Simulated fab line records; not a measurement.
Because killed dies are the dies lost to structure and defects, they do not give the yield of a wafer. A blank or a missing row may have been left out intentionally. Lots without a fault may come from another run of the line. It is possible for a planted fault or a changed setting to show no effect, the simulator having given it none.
fab line records / flow nand-harc / part 2 of 2: steps 15 to 15 of 15
[record] lots = 7 wafers = 21 last-day = 33
route steps=1302 shown P_M1@296 END@1302
lots that met no fault: taken from a fault-free run of the same line
start-h: hours from the record's first day to the start of the lot's first wafer shown / wait-h: how many hours have passed since the lot's step before this one / " identical to the entry in the row above / L1.1+2: one row covering several wafers at once / - no value, or no start given / * or withheld: withheld / < > ~ a bound
route shown NAME@n: a module of which the file shows steps, and the number in the route of the first / usual: average and standard deviation across the fault-free wafers / same: alike in all rows / chamber/n: place in a boat / sites: readings site by site / _std_site: the standard deviation of these / _edge_site: outer sites' mean less inner sites' / radius-mm: how far each site lies from the wafer's centre / mask NAME#n: copy n / behind: the last tool/chamber to shape the wafer / hold: cause of the lot's hold/its duration in hours/its outcome / device: transistor that didn't switch, given as n, p or np / end of line: the tests these same wafers got at the end of their route / for a step that has no rows: nothing shown but its recipe / killed: at the first sort, the dies lost to defects and structure; wafer yield is something else / map: per-die view of a wafer (x killed, . not killed, _ where there is no die)
set.NAME: setting as actually run; set.NAME@STEP: the setting as run at that earlier step / model.NAME: the simulator's own value behind a step, which no gauge read
lots seen at some steps along the route; tables by step, rows by wafer
services: from which hour (start-h, from the record's first day; less than 0 if before it) a tool's chamber was out of use, for how many hours, and why
[[steps]]
[step NHARC_END_SORT_01]
[recipe] temp-c = 25
[usual] defect-limited-yield = 90.6/2.7 killed-at-array = 59/19 killed-at-other = 0.6/0.85 killed-at-periphery = 3.8/2.5 killed-dies = 64/19 killed-open = 3.3/1.8 killed-short = 2.2/1.6
[same] gross-dies = 677
lot.wafer=L466.1 tool=prober-01 chamber=0 start-h=605.91 wait-h=2.5 hold=- defect-limited-yield[%]=88.6 killed-at-array=77 killed-at-other=0 killed-at-periphery=0 killed-dies=77 killed-open=3 killed-short=5
lot.wafer=L466.2 tool=prober-01 chamber=0 start-h=606.71 wait-h=2.8 hold=- defect-limited-yield[%]=87.6 killed-at-array=82 killed-at-other=0 killed-at-periphery=2 killed-dies=84 killed-open=4 killed-short=1
lot.wafer=L466.5 tool=prober-01 chamber=0 start-h=609.08 wait-h=3.7 hold=- defect-limited-yield[%]=87.6 killed-at-array=80 killed-at-other=0 killed-at-periphery=4 killed-dies=84 killed-open=5 killed-short=0
lot.wafer=L469.1 tool=prober-01 chamber=0 start-h=644.56 wait-h=2.5 hold=- defect-limited-yield[%]=92.0 killed-at-array=52 killed-at-other=0 killed-at-periphery=2 killed-dies=54 killed-open=0 killed-short=2
lot.wafer=L469.2 tool=prober-01 chamber=0 start-h=645.35 wait-h=2.8 hold=- defect-limited-yield[%]=89.5 killed-at-array=69 killed-at-other=0 killed-at-periphery=2 killed-dies=71 killed-open=6 killed-short=2
lot.wafer=L469.4 tool=prober-01 chamber=0 start-h=646.93 wait-h=3.4 hold=- defect-limited-yield[%]=90.8 killed-at-array=59 killed-at-other=1 killed-at-periphery=2 killed-dies=62 killed-open=4 killed-short=1
lot.wafer=L477.1 tool=prober-01 chamber=0 start-h=700.29 wait-h=2.5 hold=- defect-limited-yield[%]=0 killed-at-array=78 killed-at-other=1 killed-at-periphery=598 killed-dies=677 killed-open=1 killed-short=4
lot.wafer=L477.2 tool=prober-01 chamber=0 start-h=701.09 wait-h=2.8 hold=- defect-limited-yield[%]=0 killed-at-array=65 killed-at-other=0 killed-at-periphery=612 killed-dies=677 killed-open=3 killed-short=0
lot.wafer=L477.4 tool=prober-01 chamber=0 start-h=702.70 wait-h=3.4 hold=- defect-limited-yield[%]=0 killed-at-array=64 killed-at-other=1 killed-at-periphery=612 killed-dies=677 killed-open=4 killed-short=1
lot.wafer=L476.1 tool=prober-02 chamber=0 start-h=707.15 wait-h=2.5 hold=await-dispo/8.3h/scrap defect-limited-yield[%]=0 killed-at-array=32 killed-at-other=0 killed-at-periphery=645 killed-dies=677 killed-open=5 killed-short=1
lot.wafer=L476.4 tool=prober-02 chamber=0 start-h=709.57 wait-h=3.4 hold=await-dispo/8.3h/scrap defect-limited-yield[%]=0 killed-at-array=48 killed-at-other=2 killed-at-periphery=627 killed-dies=677 killed-open=4 killed-short=4
lot.wafer=L476.6 tool=prober-02 chamber=0 start-h=711.19 wait-h=4.0 hold=await-dispo/8.3h/scrap defect-limited-yield[%]=0 killed-at-array=37 killed-at-other=2 killed-at-periphery=638 killed-dies=677 killed-open=4 killed-short=0
lot.wafer=L478.1 tool=prober-02 chamber=0 start-h=736.17 wait-h=2.5 hold=await-dispo/2.5h/scrap defect-limited-yield[%]=0 killed-at-array=55 killed-at-other=0 killed-at-periphery=622 killed-dies=677 killed-open=5 killed-short=0
lot.wafer=L478.3 tool=prober-02 chamber=0 start-h=737.79 wait-h=3.1 hold=await-dispo/2.5h/scrap defect-limited-yield[%]=0 killed-at-array=61 killed-at-other=0 killed-at-periphery=616 killed-dies=677 killed-open=0 killed-short=2
lot.wafer=L478.4 tool=prober-02 chamber=0 start-h=738.59 wait-h=3.4 hold=await-dispo/2.5h/scrap defect-limited-yield[%]=0 killed-at-array=53 killed-at-other=0 killed-at-periphery=624 killed-dies=677 killed-open=4 killed-short=3
lot.wafer=L481.3 tool=prober-02 chamber=0 start-h=766.57 wait-h=3.1 hold=- defect-limited-yield[%]=96.5 killed-at-array=21 killed-at-other=1 killed-at-periphery=2 killed-dies=24 killed-open=1 killed-short=1
lot.wafer=L481.4 tool=prober-02 chamber=0 start-h=767.37 wait-h=3.4 hold=- defect-limited-yield[%]=94.4 killed-at-array=35 killed-at-other=1 killed-at-periphery=2 killed-dies=38 killed-open=3 killed-short=0
lot.wafer=L481.6 tool=prober-02 chamber=0 start-h=768.97 wait-h=4.0 hold=- defect-limited-yield[%]=94.1 killed-at-array=37 killed-at-other=1 killed-at-periphery=2 killed-dies=40 killed-open=3 killed-short=2
lot.wafer=L482.2 tool=prober-01 chamber=0 start-h=781.51 wait-h=2.8 hold=- defect-limited-yield[%]=90.5 killed-at-array=57 killed-at-other=0 killed-at-periphery=7 killed-dies=64 killed-open=3 killed-short=3
lot.wafer=L482.4 tool=prober-01 chamber=0 start-h=783.12 wait-h=3.4 hold=- defect-limited-yield[%]=91.9 killed-at-array=50 killed-at-other=0 killed-at-periphery=5 killed-dies=55 killed-open=0 killed-short=2
lot.wafer=L482.6 tool=prober-01 chamber=0 start-h=784.72 wait-h=4.0 hold=- defect-limited-yield[%]=89.8 killed-at-array=59 killed-at-other=0 killed-at-periphery=10 killed-dies=69 killed-open=6 killed-short=3
// killed by level:class
L466.1 A_SLIT:chamber-film-flake=25 A_CHANNEL_HOLE_D1:chamber-film-flake=24 A_STAIRCASE:chamber-film-flake=8 A_CONTACT:chamber-film-flake=7 A_CHANNEL_HOLE_D2:chamber-film-flake=4 A_CHANNEL_FILL_D2:geometric-particle:short=2 A_DECK1_JOINT:geometric-particle:open=1 A_DECK1_JOINT:geometric-particle:short=1
L466.2 A_CHANNEL_HOLE_D1:chamber-film-flake=36 A_SLIT:chamber-film-flake=23 A_CHANNEL_HOLE_D2:chamber-film-flake=10 A_STAIRCASE:chamber-film-flake=4 A_CONTACT:chamber-film-flake=4 P_CONTACT:geometric-particle:open=1 A_ONON_D1:geometric-particle:open=1 A_CHANNEL_HOLE_D1:geometric-particle:open=1
L466.5 A_CHANNEL_HOLE_D1:chamber-film-flake=35 A_SLIT:chamber-film-flake=25 A_CHANNEL_HOLE_D2:chamber-film-flake=8 A_CONTACT:chamber-film-flake=5 A_CHANNEL_HOLE_D1:geometric-particle:open=2 A_CHANNEL_FILL_D2:geometric-particle:open=2 P_GATE:chamber-film-flake=2 A_CHANNEL_FILL_D1:geometric-particle:open=1
L469.1 A_CHANNEL_HOLE_D1:chamber-film-flake=31 A_CHANNEL_HOLE_D2:chamber-film-flake=14 A_CHANNEL_FILL_D1:chamber-film-flake=2 A_SLIT:chamber-film-flake=2 P_CONTACT:geometric-particle:short=1 A_WL_FILL:geometric-particle:short=1 P_STI:chamber-film-flake=1 A_WL_FILL:chamber-film-flake=1
L469.2 A_CHANNEL_HOLE_D2:chamber-film-flake=33 A_CHANNEL_HOLE_D1:chamber-film-flake=24 A_ONON_D1:geometric-particle:open=2 A_CONTACT:chamber-film-flake=2 P_GATE:geometric-particle:open=1 A_ONON_D1:geometric-particle:short=1 A_ONON_D2:geometric-particle:open=1 A_CHANNEL_HOLE_D2:geometric-particle:open=1
L469.4 A_CHANNEL_HOLE_D2:chamber-film-flake=31 A_CHANNEL_HOLE_D1:chamber-film-flake=21 P_CONTACT:geometric-particle:open=2 A_CHANNEL_FILL_D1:chamber-film-flake=2 A_CHANNEL_FILL_D1:geometric-particle:short=1 A_SGD_CUT:geometric-particle:open=1 A_BLC:geometric-particle:open=1 A_CHANNEL_FILL_D2:chamber-film-flake=1
L477.1 P_M1:area-pvd=595 A_CHANNEL_HOLE_D1:chamber-film-flake=38 A_SLIT:chamber-film-flake=29 A_CONTACT:chamber-film-flake=3 P_GATE:chamber-film-flake=2 A_CHANNEL_FILL_D1:chamber-film-flake=2 A_CHANNEL_FILL_D1:geometric-particle:short=1 A_ONON_D2:geometric-particle:open=1
L477.2 P_M1:area-pvd=610 A_SLIT:chamber-film-flake=39 A_CHANNEL_HOLE_D1:chamber-film-flake=21 A_CONTACT:chamber-film-flake=2 P_STI:geometric-particle:open=1 A_CHANNEL_FILL_D1:geometric-particle:open=1 A_CONTACT:geometric-particle:open=1 A_STAIRCASE:chamber-film-flake=1
L477.4 P_M1:area-pvd=611 A_CHANNEL_HOLE_D1:chamber-film-flake=30 A_SLIT:chamber-film-flake=26 A_STAIRCASE:chamber-film-flake=2 A_CONTACT:chamber-film-flake=2 P_ZERO_WELL:geometric-particle:short=1 A_CHANNEL_FILL_D1:geometric-particle:open=1 A_ONON_D2:geometric-particle:open=1
L476.1 P_M1:area-pvd=637 A_CHANNEL_HOLE_D2:chamber-film-flake=15 P_M0:chamber-film-flake=6 A_CHANNEL_HOLE_D1:chamber-film-flake=6 A_ONON_D2:geometric-particle:open=2 A_SLIT:chamber-film-flake=2 A_CONTACT:chamber-film-flake=2 P_CONTACT:geometric-particle:open=1
L476.4 P_M1:area-pvd=623 A_CHANNEL_HOLE_D2:chamber-film-flake=18 A_CHANNEL_HOLE_D1:chamber-film-flake=13 A_SLIT:chamber-film-flake=4 P_M0:chamber-film-flake=3 A_CONTACT:chamber-film-flake=3 A_ONON_D2:geometric-particle:short=2 A_CHANNEL_FILL_D1:chamber-film-flake=2
L476.6 P_M1:area-pvd=633 A_CHANNEL_HOLE_D2:chamber-film-flake=22 A_CHANNEL_HOLE_D1:chamber-film-flake=6 P_ZERO_WELL:chamber-film-flake=2 P_M0:chamber-film-flake=2 A_SLIT:chamber-film-flake=2 A_CONTACT:chamber-film-flake=2 THIN_TSV:chamber-film-flake=2
L478.1 P_M1:area-pvd=620 A_SLIT:chamber-film-flake=27 A_CHANNEL_HOLE_D1:chamber-film-flake=11 A_CONTACT:chamber-film-flake=5 A_ZERO_WELL:chamber-film-flake=2 A_CHANNEL_FILL_D2:chamber-film-flake=2 A_STAIRCASE:chamber-film-flake=2 P_M0:geometric-particle:open=1
L478.3 P_M1:area-pvd=611 A_SLIT:chamber-film-flake=35 A_CHANNEL_HOLE_D1:chamber-film-flake=12 A_CONTACT:chamber-film-flake=7 P_GATE:chamber-film-flake=3 P_ZERO_WELL:chamber-film-flake=2 A_STAIRCASE:chamber-film-flake=2 A_WL_FILL:chamber-film-flake=2
L478.4 P_M1:area-pvd=619 A_SLIT:chamber-film-flake=32 A_CHANNEL_HOLE_D1:chamber-film-flake=7 A_CONTACT:chamber-film-flake=4 P_STI:chamber-film-flake=2 P_GATE:chamber-film-flake=2 A_STAIRCASE:chamber-film-flake=2 P_GATE:geometric-particle:open=1
L481.3 A_CHANNEL_HOLE_D1:chamber-film-flake=15 A_SLIT:chamber-film-flake=3 P_GATE:geometric-particle:open=1 STARTING-WAFER:geometric-particle:short=1 P_GATE:chamber-film-flake=1 A_ZERO_WELL:chamber-film-flake=1 A_DECK1_JOINT:chamber-film-flake=1 A_STAIRCASE:chamber-film-flake=1
L481.4 A_CHANNEL_HOLE_D1:chamber-film-flake=9 A_SLIT:chamber-film-flake=7 A_DECK1_JOINT:chamber-film-flake=6 A_STAIRCASE:chamber-film-flake=3 A_CONTACT:chamber-film-flake=3 A_M1:chamber-film-flake=3 P_CONTACT:geometric-particle:open=1 A_CONTACT:geometric-particle:open=1
L481.6 A_CHANNEL_HOLE_D1:chamber-film-flake=11 A_SLIT:chamber-film-flake=10 A_STAIRCASE:chamber-film-flake=5 A_M1:chamber-film-flake=3 A_CONTACT:chamber-film-flake=2 P_CONTACT:geometric-particle:open=1 A_CHANNEL_HOLE_D1:geometric-particle:open=1 A_CHANNEL_FILL_D2:geometric-particle:open=1
L482.2 A_SLIT:chamber-film-flake=30 A_CHANNEL_HOLE_D1:chamber-film-flake=11 A_CONTACT:chamber-film-flake=5 P_ZERO_WELL:chamber-film-flake=3 P_M0:geometric-particle:short=2 P_BONDPAD:chamber-film-flake=2 A_STAIRCASE:chamber-film-flake=2 A_CHANNEL_HOLE_D2:chamber-film-flake=2
L482.4 A_SLIT:chamber-film-flake=25 A_CHANNEL_HOLE_D1:chamber-film-flake=10 A_CONTACT:chamber-film-flake=8 A_STAIRCASE:chamber-film-flake=3 A_CHANNEL_FILL_D2:chamber-film-flake=2 P_ZERO_WELL:chamber-film-flake=2 A_ONON_D2:geometric-particle:short=1 A_WL_FILL:geometric-particle:short=1
L482.6 A_SLIT:chamber-film-flake=31 A_CHANNEL_HOLE_D1:chamber-film-flake=11 A_STAIRCASE:chamber-film-flake=5 P_ZERO_WELL:chamber-film-flake=4 A_DECK1_JOINT:geometric-particle:short=2 P_STI:chamber-film-flake=2 A_CHANNEL_FILL_D2:chamber-film-flake=2 A_CONTACT:chamber-film-flake=2
// map L476.1 (x killed, . not)
____________x____________
_________xxxxxxx_________
_______xxxxxxxxxxx_______
______xxxxxxxxxxxxx______
_____xxxxxxxxxxxxxxx_____
____xxxxxxxxxxxxxxxxx____
____xxxxxxxxxxxxxxxxx____
___xxxxxxxxxxxxxxxxxxx___
___xxxxxxxxxxxxxxxxxxx___
__xxxxxxxxxxxxxxxxxxxxx__
__xxxxxxxxxxxxxxxxxxxxx__
_xxxxxxxxxxxxxxxxxxxxxxx_
_xxxxxxxxxxxxxxxxxxxxxxx_
_xxxxxxxxxxxxxxxxxxxxxxx_
_xxxxxxxxxxxxxxxxxxxxxxx_
_xxxxxxxxxxxxxxxxxxxxxxx_
xxxxxxxxxxxxxxxxxxxxxxxxx
xxxxxxxxxxxxxxxxxxxxxxxxx
xxxxxxxxxxxxxxxxxxxxxxxxx
xxxxxxxxxxxxxxxxxxxxxxxxx
xxxxxxxxxxxxxxxxxxxxxxxxx
_xxxxxxxxxxxxxxxxxxxxxxx_
_xxxxxxxxxxxxxxxxxxxxxxx_
_xxxxxxxxxxxxxxxxxxxxxxx_
_xxxxxxxxxxxxxxxxxxxxxxx_
_xxxxxxxxxxxxxxxxxxxxxxx_
__xxxxxxxxxxxxxxxxxxxxx__
__xxxxxxxxxxxxxxxxxxxxx__
___xxxxxxxxxxxxxxxxxxx___
___xxxxxxxxxxxxxxxxxxx___
____xxxxxxxxxxxxxxxxx____
____xxxxxxxxxxxxxxxxx____
_____xxxxxxxxxxxxxxx_____
______xxxxxxxxxxxxx______
_______xxxxxxxxxxx_______
_________xxxxxxx_________
____________x____________
// map L477.1 (x killed, . not)
____________x____________
_________xxxxxxx_________
_______xxxxxxxxxxx_______
______xxxxxxxxxxxxx______
_____xxxxxxxxxxxxxxx_____
____xxxxxxxxxxxxxxxxx____
____xxxxxxxxxxxxxxxxx____
___xxxxxxxxxxxxxxxxxxx___
___xxxxxxxxxxxxxxxxxxx___
__xxxxxxxxxxxxxxxxxxxxx__
__xxxxxxxxxxxxxxxxxxxxx__
_xxxxxxxxxxxxxxxxxxxxxxx_
_xxxxxxxxxxxxxxxxxxxxxxx_
_xxxxxxxxxxxxxxxxxxxxxxx_
_xxxxxxxxxxxxxxxxxxxxxxx_
_xxxxxxxxxxxxxxxxxxxxxxx_
xxxxxxxxxxxxxxxxxxxxxxxxx
xxxxxxxxxxxxxxxxxxxxxxxxx
xxxxxxxxxxxxxxxxxxxxxxxxx
xxxxxxxxxxxxxxxxxxxxxxxxx
xxxxxxxxxxxxxxxxxxxxxxxxx
_xxxxxxxxxxxxxxxxxxxxxxx_
_xxxxxxxxxxxxxxxxxxxxxxx_
_xxxxxxxxxxxxxxxxxxxxxxx_
_xxxxxxxxxxxxxxxxxxxxxxx_
_xxxxxxxxxxxxxxxxxxxxxxx_
__xxxxxxxxxxxxxxxxxxxxx__
__xxxxxxxxxxxxxxxxxxxxx__
___xxxxxxxxxxxxxxxxxxx___
___xxxxxxxxxxxxxxxxxxx___
____xxxxxxxxxxxxxxxxx____
____xxxxxxxxxxxxxxxxx____
_____xxxxxxxxxxxxxxx_____
______xxxxxxxxxxxxx______
_______xxxxxxxxxxx_______
_________xxxxxxx_________
____________x____________
[[services]]
tool=rie-diel-10 chamber=0 start-h=148.26 hours=- kind=clean
tool=rie-diel-10 chamber=1 start-h=148.26 hours=- kind=clean
tool=rie-diel-10 chamber=2 start-h=148.26 hours=- kind=clean
tool=rie-diel-10 chamber=3 start-h=148.26 hours=- kind=clean
tool=rie-diel-06 chamber=0 start-h=163.22 hours=3.2 kind=repair
tool=pvd-sputter-02 chamber=- start-h=167.47 hours=2.3 kind=repair
tool=rie-diel-10 chamber=- start-h=168.35 hours=0.1 kind=repair
tool=rie-diel-10 chamber=0 start-h=172.76 hours=- kind=clean
tool=rie-diel-10 chamber=- start-h=194.77 hours=0.6 kind=repair
tool=pvd-sputter-03 chamber=- start-h=205.36 hours=10.0 kind=pm
tool=rie-diel-02 chamber=- start-h=216.70 hours=9.0 kind=pm
tool=rie-diel-06 chamber=- start-h=219.03 hours=0.6 kind=repair
tool=pvd-sputter-01 chamber=- start-h=226.00 hours=10.0 kind=pm
tool=pvd-sputter-03 chamber=- start-h=235.59 hours=1.8 kind=repair
tool=rie-diel-10 chamber=- start-h=242.76 hours=9.0 kind=pm
tool=rie-diel-06 chamber=3 start-h=261.93 hours=4.9 kind=repair
tool=rie-diel-02 chamber=2 start-h=272.19 hours=1.5 kind=repair
tool=pvd-sputter-02 chamber=- start-h=282.00 hours=10.0 kind=pm
tool=rie-diel-06 chamber=2 start-h=293.45 hours=2.4 kind=repair
tool=rie-diel-02 chamber=0 start-h=304.79 hours=9.6 kind=repair
tool=rie-diel-02 chamber=2 start-h=306.82 hours=7.8 kind=repair
tool=rie-diel-06 chamber=- start-h=307.20 hours=9.0 kind=pm
tool=pvd-sputter-03 chamber=- start-h=320.54 hours=1.9 kind=repair
tool=rie-diel-06 chamber=- start-h=328.40 hours=0.7 kind=repair
[[key]]
[first-sign] step = NHARC_P_M1_PVD_21 reading = tool-record direction = missing
[effect] step = NHARC_END_SORT_01 reading = killed-at-periphery direction = up sigmas = 99+ usual = 3.8 struck = 621.6
[more-kills-born-at] NHARC_P_M1_PVD_21@pvd-sputter-02 = 1893 NHARC_P_M1_PVD_21@pvd-sputter-03 = 1850 NHARC_P_M1_PVD_21@pvd-sputter-01 = 1816
met-at NHARC_P_M1_PVD_21
struck-wafers L476.1,L476.4,L476.6,L477.1,L477.2,L477.4,L478.1,L478.3,L478.4
later-rows-left-out L476.1,L476.4,L476.6,L477.1,L477.2,L477.4,L478.1,L478.3,L478.4
onset-between 208.61 270.94
[fault] kind = skipped-step-whole tool = pvd-sputter-01,pvd-sputter-02,pvd-sputter-03 chamber = - onset-h = 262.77 steps = NHARC_P_M1_PVD_21 scope = struck-lots-only
// later-rows-left-out: the simulator's readings of these wafers behind a module that went badly wrong aren't trusted and aren't shown, but for the sort
